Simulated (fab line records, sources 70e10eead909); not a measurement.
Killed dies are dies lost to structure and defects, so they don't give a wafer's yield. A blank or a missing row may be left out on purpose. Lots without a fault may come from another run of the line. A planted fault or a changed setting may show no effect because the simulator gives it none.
Chamber matching | flow nand_harc | NHARC_A_CONTACT_DEP_24 on pecvd-03: 3 sister chambers
The step deposits SiO2, target thk 500 nm. 22 wafers are shown with their chamber, then 11 later ones without.

WAFERS WITH THEIR CHAMBER
wafer  | chamber | heater_power_w (W) | chamber_pressure_Torr (Torr) | throttle_valve_pct (%)
L074.1 | 2       | 354                | 6.516                        | 16.3
L074.2 | 0       | 571                | 6.506                        | 15.5
L074.4 | 0       | 618                | 6.486                        | 16.0
L075.3 | 1       | 726                | 6.502                        | 16.0
L075.5 | 0       | 728                | 6.481                        | 15.5
L075.6 | 1       | 757                | 6.511                        | 15.9
L077.1 | 1       | 634                | 6.504                        | 15.9
L077.2 | 0       | 603                | 6.503                        | 15.8
L077.3 | 2       | 462                | 6.506                        | 15.7
L081.1 | 0       | 660                | 6.500                        | 15.9
L081.3 | 1       | 783                | 6.508                        | 15.6
L081.5 | 0       | 679                | 6.493                        | 15.6
L084.2 | 1       | 795                | 6.469                        | 15.6
L084.5 | 0       | 649                | 6.522                        | 15.7
L084.6 | 2       | 516                | 6.483                        | 15.5
L086.1 | 1       | 734                | 6.500                        | 15.6
L086.2 | 0       | 563                | 6.516                        | 15.8
L086.5 | 2       | 513                | 6.497                        | 15.7
L087.1 | 1       | 644                | 6.505                        | 15.7
L087.4 | 1       | 667                | 6.487                        | 15.4
L087.6 | 2       | 429                | 6.481                        | 15.7
L088.4 | 0       | 661                | 6.531                        | 15.9

SIGNATURES (means of the wafers above)
reading               | chamber 0 | chamber 1 | chamber 2 | scatter within a chamber
heater_power_w        | 636.89    | 717.50    | 454.80    | 59.7
chamber_pressure_Torr | 6.50422   | 6.49825   | 6.49660   | 0.0153
throttle_valve_pct    | 15.744    | 15.713    | 15.780    | 0.22
Rule: a wafer's distance from a chamber is the root of the sum, over the readings, of the square of ((its reading less the chamber's mean) divided by the reading's scatter). The wafer belongs to the nearest chamber; if the next one is less than 2 further off, it can't be placed. The scatter: the root of (the sum of the squares of (reading less its chamber's mean) over the shown wafers, divided by (wafers less chambers)).

WAFERS WITHOUT THEIR CHAMBER
wafer  | heater_power_w (W) | chamber_pressure_Torr (Torr) | throttle_valve_pct (%)
L088.5 | 514                | 6.482                        | 15.9
L088.6 | 791                | 6.500                        | 15.6
L090.1 | 703                | 6.520                        | 15.8
L090.2 | 493                | 6.487                        | 15.9
L090.6 | 514                | 6.491                        | 15.9
L092.1 | 644                | 6.501                        | 15.7
L092.4 | 441                | 6.519                        | 15.8
L092.5 | 762                | 6.522                        | 15.5
L095.1 | 723                | 6.517                        | 15.9
L095.3 | 517                | 6.489                        | 15.9
L095.6 | 383                | 6.473                        | 16.0

WHICH CHAMBER EACH WENT THROUGH
wafer  | from the rows above     | in truth
L088.5 | can't be placed: 2 or 0 | 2
L088.6 | can't be placed: 1 or 0 | 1
L090.1 | can't be placed: 1 or 0 | 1
L090.2 | can't be placed: 2 or 0 | 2
L090.6 | can't be placed: 2 or 0 | 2
L092.1 | can't be placed: 0 or 1 | 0
L092.4 | can't be placed: 2 or 0 | 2
L092.5 | can't be placed: 1 or 0 | 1
L095.1 | can't be placed: 1 or 0 | 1
L095.3 | can't be placed: 2 or 0 | 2
L095.6 | 2                       | 2
Placed correctly: 1 of 11. Can't be placed from these rows: 10 (the true chamber is among the candidates in 10). Placed wrongly: 0.
